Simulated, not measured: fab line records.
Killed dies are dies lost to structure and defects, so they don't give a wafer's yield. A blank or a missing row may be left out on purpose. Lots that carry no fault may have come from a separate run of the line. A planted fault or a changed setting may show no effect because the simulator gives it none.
fab line records | flow n5Finfet | part 2 of 2: steps 7 to 7 of 7
record: lots: 10 | wafers: 30 | lastDay: 18
route steps=1938 shown BEOL_M4@1111 BEOL_M9@1464 BEOL_M10@1470 PASSIVATION@1936
lots untouched by any fault: they come from a run of this same line in which no faults occurred
startH: hours from the record's first day to the start of the lot's first wafer shown | waitH: hours elapsed since this lot's preceding step | " identical to the entry in the row above | L1.1+2: one row covering several wafers at once | - value missing, or start not given | * or withheld: withheld | < > ~ a bound
route shown NAME@n: NAME is a module with steps in the file, n the number in the route of the first one | usual: the fault-free wafers' mean and standard deviation | same: alike in all rows | chamber/n: place in a boat | sites: per-site readings | _std_site: standard deviation across them | _edge_site: inner sites' mean taken away from outer sites' mean | radiusMm: how far each site lies from the wafer's centre | mask NAME#n: copy n | behind: the most recent tool/chamber to have shaped the wafer | hold: why the lot was held/for how many hours/how that ended | device: transistor that didn't switch, given as n, p or np | end of line: at the end of the route, the tests of the same wafers | a step with no rows: only its recipe | killed: the dies lost at the first sort to structure and to defects; this is not the yield of the wafer | map: dies across one wafer; x = killed, . = not, _ = none there
set.NAME: the setting the step ran with; set.NAME@STEP: the setting that earlier step ran with | model.NAME: the simulator's own value behind a step, which no gauge read
steps of the route over a sample of lots; a table a step, a row a wafer
services: a tool's chamber out of use, with start hour (startH, from the record's first day; less than 0 if before it), hours out, and reason
== steps ==
step: N5_PASSIVATION_PROBE_49
usual: defectLimitedYield: 91.2/1.6 | killed_at_M0_to_M3: 35/11 | killed_at_M4_up: 14/5.4 | killedAtContacts: 13/6 | killedAtFrontEnd: 38/11 | killedAtOther: 3.4/2.6 | killedDies: 104/19 | killedOnRim: 13/3.9 | killedOpen: 68/13 | killedShort: 34/8.5 | sort_bin_5_function: 5.1/1 | sort_bin_6_memory: 3.3/0.72 | sort_bin_8_speed: 0.1/0.9 | sortNPass: 1075/22 | sortYieldPct: 91.1/1.9
same: grossDies: 1180 | killedAtBackSide: 0 | sort_bin_4_leakage[%]: 0
lot.wafer | tool      | chamber | startH | waitH | defectLimitedYield[%] | killed_at_M0_to_M3 | killed_at_M4_up | killedAtContacts | killedAtFrontEnd | killedAtOther | killedDies | killedOnRim | killedOpen | killedShort | sort_bin_5_function[%] | sort_bin_6_memory[%] | sort_bin_8_speed[%] | sortNPass | sortYieldPct[%]
L465.3    | prober-01 | -       | 315.18 | 0.1   | 90.2                  | 32                 | 20              | 12               | 48               | 4             | 116        | 9           | 76         | 38          | 5.5                    | 4.1                  | 0                   | 1064      | 90.2
L465.4    | prober-01 | -       | 315.23 | 0.2   | 91.0                  | 48                 | 16              | 13               | 25               | 4             | 106        | 16          | 62         | 38          | 5.9                    | 2.4                  | 0                   | 1074      | 91.0
L465.5    | prober-01 | -       | 315.28 | 0.2   | 90.8                  | 49                 | 12              | 9                | 36               | 2             | 108        | 8           | 74         | 34          | 5.2                    | 3.6                  | 0                   | 1072      | 90.8
L467.1    | prober-01 | -       | 319.38 | 0.0   | 91.0                  | 35                 | 24              | 14               | 31               | 2             | 106        | 13          | 63         | 42          | 5.8                    | 3.0                  | 8.8                 | 970       | 82.2
L467.2    | prober-01 | -       | 319.43 | 0.1   | 90.8                  | 43                 | 17              | 19               | 27               | 3             | 109        | 17          | 68         | 37          | 6.0                    | 2.8                  | 0                   | 1071      | 90.8
L467.5    | prober-01 | -       | 319.58 | 0.2   | 91.8                  | 27                 | 13              | 17               | 39               | 1             | 97         | 14          | 65         | 31          | 4.2                    | 3.9                  | 0                   | 1083      | 91.8
L466.3    | prober-02 | -       | 320.37 | 0.3   | 91.4                  | 39                 | 13              | 10               | 34               | 5             | 101        | 9           | 67         | 32          | 5.5                    | 3.0                  | 0                   | 1079      | 91.4
L466.4    | prober-02 | -       | 320.42 | 0.3   | 93.7                  | 29                 | 19              | 6                | 19               | 1             | 74         | 10          | 48         | 26          | 3.6                    | 2.5                  | 0                   | 1106      | 93.7
L466.6    | prober-02 | -       | 320.52 | 0.4   | 93.6                  | 34                 | 9               | 4                | 24               | 5             | 76         | 9           | 54         | 22          | 3.8                    | 2.5                  | 0                   | 1104      | 93.6
L469.1    | prober-01 | -       | 353.79 | 0.0   | 91.9                  | 28                 | 17              | 11               | 35               | 4             | 95         | 11          | 63         | 32          | 4.7                    | 3.2                  | 0                   | 1085      | 91.9
L469.4    | prober-01 | -       | 353.94 | 0.2   | 93.4                  | 27                 | 13              | 13               | 24               | 1             | 78         | 12          | 52         | 26          | 4.3                    | 1.9                  | 0                   | 1102      | 93.4
L469.5    | prober-01 | -       | 353.99 | 0.2   | 93.6                  | 14                 | 15              | 14               | 31               | 2             | 76         | 9           | 50         | 25          | 3.6                    | 2.5                  | 0                   | 1104      | 93.6
L478.3    | prober-01 | -       | 395.66 | 0.1   | 0                     | 8                  | 1157            | 3                | 10               | 2             | 1180       | 152         | 16         | 8           | 72.8                   | 3.6                  | 0                   | 0         | 0
L478.4    | prober-01 | -       | 395.71 | 0.2   | 0                     | 5                  | 1171            | 2                | 2                | 0             | 1180       | 152         | 8          | 4           | 74.4                   | 3.2                  | 0                   | 0         | 0
L478.5    | prober-01 | -       | 395.76 | 0.2   | 0                     | 8                  | 1163            | 0                | 6                | 3             | 1180       | 152         | 16         | 4           | 74.2                   | 2.9                  | 0                   | 0         | 0
L481.1    | prober-01 | -       | 396.43 | 0.0   | 0                     | 8                  | 1151            | 5                | 16               | 0             | 1180       | 152         | 22         | 8           | 73.7                   | 2.5                  | 0                   | 0         | 0
L481.2    | prober-01 | -       | 396.48 | 0.1   | 0                     | 9                  | 1162            | 0                | 9                | 0             | 1180       | 152         | 14         | 8           | 74.8                   | 3.1                  | 0                   | 0         | 0
L481.6    | prober-01 | -       | 396.68 | 0.3   | 0                     | 5                  | 1161            | 6                | 8                | 0             | 1180       | 152         | 15         | 10          | 72.1                   | 2.5                  | 0                   | 0         | 0
L483.2    | prober-02 | -       | 408.33 | 0.1   | 91.9                  | 37                 | 17              | 16               | 23               | 3             | 96         | 15          | 72         | 24          | 4.8                    | 3.0                  | 0                   | 1084      | 91.9
L483.4    | prober-02 | -       | 408.43 | 0.2   | 88.0                  | 67                 | 19              | 24               | 30               | 2             | 142        | 15          | 97         | 43          | 6.4                    | 5.1                  | 0                   | 1038      | 88.0
L483.6    | prober-02 | -       | 408.53 | 0.3   | 93.1                  | 35                 | 5               | 10               | 28               | 3             | 81         | 4           | 63         | 18          | 4.4                    | 2.3                  | 0                   | 1099      | 93.1
L482.1    | prober-01 | -       | 410.23 | 0.0   | 0                     | 5                  | 1154            | 7                | 13               | 1             | 1180       | 152         | 15         | 13          | 72.4                   | 4.2                  | 0                   | 0         | 0
L482.4    | prober-01 | -       | 410.38 | 0.2   | 0                     | 5                  | 1163            | 5                | 7                | 0             | 1180       | 152         | 13         | 6           | 73.6                   | 2.0                  | 0                   | 0         | 0
L482.5    | prober-01 | -       | 410.43 | 0.2   | 0                     | 7                  | 1164            | 2                | 6                | 1             | 1180       | 152         | 11         | 7           | 71.4                   | 2.3                  | 0                   | 0         | 0
L486.4    | prober-01 | -       | 422.32 | 0.6   | 92.3                  | 26                 | 15              | 10               | 37               | 3             | 91         | 8           | 62         | 29          | 4.2                    | 3.4                  | 0                   | 1089      | 92.3
L486.5    | prober-01 | -       | 422.37 | 0.6   | 94.3                  | 21                 | 10              | 2                | 34               | 0             | 67         | 7           | 50         | 17          | 3.5                    | 2.0                  | 0                   | 1113      | 94.3
L486.6    | prober-01 | -       | 422.42 | 0.7   | 93.0                  | 16                 | 21              | 18               | 26               | 2             | 83         | 6           | 61         | 21          | 4.2                    | 2.7                  | 0                   | 1097      | 93.0
L488.2    | prober-02 | -       | 436.02 | 0.1   | 90.7                  | 33                 | 13              | 19               | 43               | 2             | 110        | 17          | 77         | 33          | 5.9                    | 3.1                  | 0                   | 1070      | 90.7
L488.3    | prober-02 | -       | 436.07 | 0.1   | 93.1                  | 35                 | 5               | 16               | 24               | 1             | 81         | 10          | 59         | 22          | 3.4                    | 3.2                  | 0                   | 1099      | 93.1
L488.6    | prober-02 | -       | 436.22 | 0.3   | 92.0                  | 24                 | 15              | 20               | 30               | 5             | 94         | 13          | 58         | 34          | 5.0                    | 2.5                  | 0                   | 1086      | 92.0
killed by level:class
L465.3 FIN_SAQP:geometricParticle:short=13 FIN_SAQP:geometricParticle:open=9 STI_FIN_REVEAL:geometricParticle:open=9 MOL_CONTACT_COAG:geometricParticle:open=9 BEOL_M4:geometricParticle:open=9 BEOL_M3:geometricParticle:open=8 BEOL_M2:geometricParticle:short=5 GATE_CUT:geometricParticle:short=5
L465.4 BEOL_M3:geometricParticle:open=15 MOL_CONTACT_COAG:geometricParticle:open=10 BEOL_M0_SAQP:geometricParticle:short=9 BEOL_M4:geometricParticle:open=8 BEOL_M2:geometricParticle:open=6 FIN_SAQP:geometricParticle:short=4 GATE_CUT:geometricParticle:short=4 BEOL_M0:geometricParticle:short=4
L465.5 BEOL_M2:geometricParticle:open=17 STI_FIN_REVEAL:geometricParticle:open=11 FIN_SAQP:geometricParticle:open=9 BEOL_M0_SAQP:geometricParticle:open=7 MOL_CONTACT_COAG:geometricParticle:open=6 BEOL_M0_SAQP:geometricParticle:short=5 BEOL_M2:geometricParticle:short=5 FIN_SAQP:geometricParticle:short=4
L467.1 BEOL_M5:geometricParticle:open=11 MOL_CONTACT_COAG:geometricParticle:open=10 STI_FIN_REVEAL:geometricParticle:open=7 BEOL_M0_SAQP:geometricParticle:short=7 BEOL_M0_SAQP:geometricParticle:open=7 BEOL_M3:geometricParticle:open=7 STARTING-WAFER:geometricParticle:short=6 BEOL_M3:geometricParticle:short=5
L467.2 MOL_CONTACT_COAG:geometricParticle:open=13 BEOL_M3:geometricParticle:open=12 BEOL_M0_SAQP:geometricParticle:open=8 BEOL_M0_SAQP:geometricParticle:short=7 BEOL_M2:geometricParticle:open=7 FIN_SAQP:geometricParticle:short=6 FIN_SAQP:geometricParticle:open=6 GATE_CUT:geometricParticle:short=6
L467.5 STI_FIN_REVEAL:geometricParticle:open=12 MOL_CONTACT_COAG:geometricParticle:open=12 BEOL_M1:geometricParticle:open=10 FIN_SAQP:geometricParticle:short=5 MOL_CONTACT_COAG:geometricParticle:short=5 BEOL_M0_SAQP:geometricParticle:short=4 BEOL_M1:geometricParticle:short=4 STARTING-WAFER:geometricParticle:open=4
L466.3 FIN_SAQP:geometricParticle:open=9 MOL_CONTACT_COAG:geometricParticle:open=9 BEOL_M3:geometricParticle:open=8 BEOL_M0_SAQP:geometricParticle:short=7 BEOL_M0_SAQP:geometricParticle:open=6 BEOL_M2:geometricParticle:open=6 BEOL_M1:geometricParticle:open=5 BEOL_M3:geometricParticle:short=5
L466.4 BEOL_M0_SAQP:geometricParticle:short=9 BEOL_M4:geometricParticle:open=8 BEOL_M1:geometricParticle:open=7 STI_FIN_REVEAL:geometricParticle:open=6 GATE_CUT:geometricParticle:short=4 MOL_CONTACT_COAG:geometricParticle:open=4 BEOL_M0_SAQP:geometricParticle:open=4 BEOL_M5:geometricParticle:open=4
L466.6 BEOL_M1:geometricParticle:open=10 BEOL_M3:geometricParticle:open=7 STARTING-WAFER:geometricParticle:short=6 FIN_SAQP:geometricParticle:open=5 BEOL_M0_SAQP:geometricParticle:open=5 DUMMY_GATE:geometricParticle:open=4 MOL_CONTACT_COAG:geometricParticle:open=4 BEOL_M0_SAQP:geometricParticle:short=4
L469.1 FIN_SAQP:geometricParticle:short=9 BEOL_M0_SAQP:geometricParticle:open=9 MOL_CONTACT_COAG:geometricParticle:open=8 STI_FIN_REVEAL:geometricParticle:open=7 BEOL_M4:geometricParticle:open=7 FIN_SAQP:geometricParticle:open=6 BEOL_M0_SAQP:geometricParticle:short=6 GATE_CUT:geometricParticle:open=6
L469.4 BEOL_M0_SAQP:geometricParticle:open=13 MOL_CONTACT_COAG:geometricParticle:open=12 BEOL_M0_SAQP:geometricParticle:short=7 BEOL_M4:geometricParticle:open=6 FIN_SAQP:geometricParticle:short=4 STI_FIN_REVEAL:geometricParticle:open=4 GATE_CUT:geometricParticle:short=4 BEOL_M1:geometricParticle:open=3
L469.5 MOL_CONTACT_COAG:geometricParticle:open=13 FIN_SAQP:geometricParticle:short=10 GATE_CUT:geometricParticle:open=7 BEOL_M4:geometricParticle:open=7 BEOL_M0_SAQP:geometricParticle:open=4 BEOL_M1:geometricParticle:open=4 STARTING-WAFER:geometricParticle:short=4 FIN_CUT:geometricParticle:open=3
L478.3 BEOL_M10:lostPattern=1151 BEOL_M10:areaDep=5 MOL_CONTACT_COAG:geometricParticle:open=3 FIN_SAQP:geometricParticle:open=2 FIN_SAQP:geometricParticle:short=2 STI_FIN_REVEAL:geometricParticle:open=2 BEOL_M0_SAQP:geometricParticle:open=2 BEOL_M1:geometricParticle:open=2
L478.4 BEOL_M10:lostPattern=1162 BEOL_M10:areaDep=4 BEOL_M3:geometricParticle:open=3 MOL_CONTACT_COAG:geometricParticle:open=2 BEOL_M11:coatMicrobubblePrinted=2 DUMMY_GATE:geometricParticle:open=1 BEOL_M2:geometricParticle:open=1 BEOL_M2:geometricParticle:short=1
L478.5 BEOL_M10:lostPattern=1158 STI_FIN_REVEAL:geometricParticle:open=4 BEOL_M1:geometricParticle:open=2 BEOL_M2:geometricParticle:open=2 BEOL_M10:areaDep=2 DUMMY_GATE:geometricParticle:open=1 GATE_CUT:geometricParticle:short=1 BEOL_M0_SAQP:geometricParticle:open=1
L481.1 BEOL_M10:lostPattern=1145 FIN_SAQP:geometricParticle:open=6 MOL_CONTACT_COAG:geometricParticle:open=4 BEOL_M0_SAQP:geometricParticle:open=4 BEOL_M10:areaDep=4 GATE_CUT:geometricParticle:short=3 BEOL_M4:geometricParticle:open=2 BEOL_M3:geometricParticle:open=2
L481.2 BEOL_M10:lostPattern=1154 BEOL_M2:geometricParticle:open=4 BEOL_M10:areaDep=4 FIN_SAQP:geometricParticle:short=3 FIN_SAQP:geometricParticle:open=3 BEOL_M0_SAQP:geometricParticle:short=3 BEOL_M4:geometricParticle:open=2 STI_FIN_REVEAL:geometricParticle:open=2
L481.6 BEOL_M10:lostPattern=1150 BEOL_M10:areaDep=5 FIN_SAQP:geometricParticle:open=4 MOL_CONTACT_COAG:geometricParticle:open=4 BEOL_M4:geometricParticle:open=4 BEOL_M4:geometricParticle:short=2 MOL_CONTACT_COAG:geometricParticle:short=2 FIN_SAQP:geometricParticle:short=1
L483.2 BEOL_M2:geometricParticle:open=17 MOL_CONTACT_COAG:geometricParticle:open=12 FIN_SAQP:geometricParticle:open=8 BEOL_M4:geometricParticle:open=7 FIN_SAQP:geometricParticle:short=4 DUMMY_GATE:geometricParticle:open=4 MOL_CONTACT_COAG:geometricParticle:short=4 BEOL_M0_SAQP:geometricParticle:short=4
L483.4 MOL_CONTACT_COAG:geometricParticle:open=18 BEOL_M2:geometricParticle:open=18 BEOL_M0_SAQP:geometricParticle:short=18 STI_FIN_REVEAL:geometricParticle:open=11 BEOL_M0_SAQP:geometricParticle:open=10 BEOL_M1:geometricParticle:open=10 BEOL_M4:geometricParticle:open=10 MOL_CONTACT_COAG:geometricParticle:short=6
L483.6 BEOL_M2:geometricParticle:open=20 FIN_SAQP:geometricParticle:open=8 MOL_CONTACT_COAG:geometricParticle:open=8 BEOL_M0_SAQP:geometricParticle:open=7 FIN_SAQP:geometricParticle:short=6 STI_FIN_REVEAL:geometricParticle:open=5 BEOL_M3:geometricParticle:open=4 BEOL_M0:geometricParticle:open=3
L482.1 BEOL_M10:lostPattern=1148 MOL_CONTACT_COAG:geometricParticle:open=5 BEOL_M10:areaDep=4 STI_FIN_REVEAL:geometricParticle:short=3 BEOL_M0_SAQP:geometricParticle:open=3 FIN_SAQP:geometricParticle:short=2 ILD0:geometricParticle:short=2 MOL_CONTACT_COAG:geometricParticle:short=2
L482.4 BEOL_M10:lostPattern=1154 BEOL_M10:areaDep=7 MOL_CONTACT_COAG:geometricParticle:open=5 BEOL_M0:geometricParticle:open=2 STI_FIN_REVEAL:geometricParticle:open=2 DUMMY_GATE:geometricParticle:short=2 SDB:geometricParticle:short=1 GATE_CUT:geometricParticle:short=1
L482.5 BEOL_M10:lostPattern=1159 BEOL_M0_SAQP:geometricParticle:open=3 BEOL_M10:areaDep=3 GATE_CUT:geometricParticle:open=2 FIN_SAQP:geometricParticle:short=1 STI_FIN_REVEAL:geometricParticle:short=1 DUMMY_GATE:geometricParticle:short=1 GATE_CUT:geometricParticle:short=1
L486.4 FIN_SAQP:geometricParticle:open=11 MOL_CONTACT_COAG:geometricParticle:open=10 FIN_SAQP:geometricParticle:short=6 BEOL_M2:geometricParticle:open=6 BEOL_M0:geometricParticle:open=5 STI_FIN_REVEAL:geometricParticle:open=4 DUMMY_GATE:geometricParticle:open=4 BEOL_M3:geometricParticle:open=4
L486.5 STI_FIN_REVEAL:geometricParticle:open=12 FIN_SAQP:geometricParticle:short=6 BEOL_M0:geometricParticle:open=6 BEOL_M2:geometricParticle:open=6 STARTING-WAFER:geometricParticle:open=5 FIN_SAQP:geometricParticle:open=4 BEOL_M4:geometricParticle:open=4 BEOL_M0_SAQP:geometricParticle:short=3
L486.6 MOL_CONTACT_COAG:geometricParticle:open=16 BEOL_M4:geometricParticle:open=11 BEOL_M0_SAQP:geometricParticle:short=7 STI_FIN_REVEAL:geometricParticle:open=5 DUMMY_GATE:geometricParticle:open=5 FIN_SAQP:geometricParticle:open=4 BEOL_M2:geometricParticle:open=4 GATE_CUT:geometricParticle:short=3
L488.2 MOL_CONTACT_COAG:geometricParticle:open=16 BEOL_M2:geometricParticle:open=12 GATE_CUT:geometricParticle:open=6 BEOL_M1:geometricParticle:open=6 FIN_SAQP:geometricParticle:open=5 BEOL_M4:geometricParticle:open=5 STARTING-WAFER:geometricParticle:open=5 BEOL_M0_SAQP:geometricParticle:short=5
L488.3 MOL_CONTACT_COAG:geometricParticle:open=12 BEOL_M2:geometricParticle:open=11 BEOL_M1:geometricParticle:open=8 MOL_CONTACT_COAG:geometricParticle:short=4 BEOL_M0_SAQP:geometricParticle:open=4 BEOL_M0_SAQP:geometricParticle:short=4 BEOL_M3:geometricParticle:open=4 STARTING-WAFER:geometricParticle:short=4
L488.6 MOL_CONTACT_COAG:geometricParticle:open=14 STI_FIN_REVEAL:geometricParticle:open=6 BEOL_M4:geometricParticle:open=6 MOL_CONTACT_COAG:geometricParticle:short=6 BEOL_M0_SAQP:geometricParticle:open=5 BEOL_M0_SAQP:geometricParticle:short=4 BEOL_M2:geometricParticle:open=4 BEOL_M5:geometricParticle:open=4
== services ==
tool          | chamber | startH | hours | kind
pecvd-01      | 1       | 232.63 | -     | calibration
pvdSputter-03 | -       | 239.40 | 1.2   | repair
pecvd-03      | 2       | 241.42 | 8.2   | repair
cmp-02        | -       | 246.69 | 7.8   | pm
cmp-03        | -       | 249.04 | 4.0   | pm
cmp-03        | -       | 253.04 | -     | consumableReplace:conditioner
cmp-03        | -       | 253.04 | -     | consumableReplace:pad
cmp-04        | -       | 253.92 | 7.0   | pm
cmp-03        | -       | 267.84 | 23.6  | repair
pecvd-02      | 1       | 295.80 | 5.9   | repair
pecvd-03      | 2       | 302.47 | 2.1   | scheduledDown
pecvd-03      | 0       | 306.33 | 5.5   | scheduledDown
pecvd-04      | 0       | 308.86 | 2.1   | scheduledDown
cmp-02        | -       | 338.94 | 2.4   | repair
cmp-02        | -       | 346.39 | 0.6   | repair
pecvd-03      | -       | 352.80 | 0.8   | pm
pvdSputter-01 | -       | 352.83 | 2.6   | repair
cmp-02        | -       | 355.98 | 1.0   | repair
pecvd-04      | -       | 357.00 | 0.6   | repair
cmp-04        | -       | 357.06 | 31.8  | repair
== key ==
firstSign: step: N5_BEOL_M10_ILD_DEP_00 | reading: toolRecord | direction: missing
effect: step: N5_BEOL_M10_OCD_MEAS_38 | reading: trenchDepthNm | direction: missing
effect: step: N5_PASSIVATION_PROBE_49 | reading: killed_at_M4_up | direction: up | sigmas: 99+ | usual: 14 | struck: 1161
metAt N5_BEOL_M10_ILD_DEP_00
struckLots L478,L481,L482
laterRowsLeftOut L478.3,L478.4,L478.5,L481.1,L481.2,L481.6,L482.1,L482.4,L482.5
notActingAt N5_BEOL_M9_CMP_52,N5_BEOL_M9_DEP_56,N5_BEOL_M10_HM_DEP_02
onsetBetween 294.39 328.31
fault: kind: skippedStepWhole | tool: pecvd-02,pecvd-04 | chamber: - | onsetH: 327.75 | steps: N5_BEOL_M10_ILD_DEP_00 | scope: struckLotsOnly
laterRowsLeftOut: the simulator's readings of these wafers behind a module that went badly wrong aren't trusted and aren't shown, but for the sort
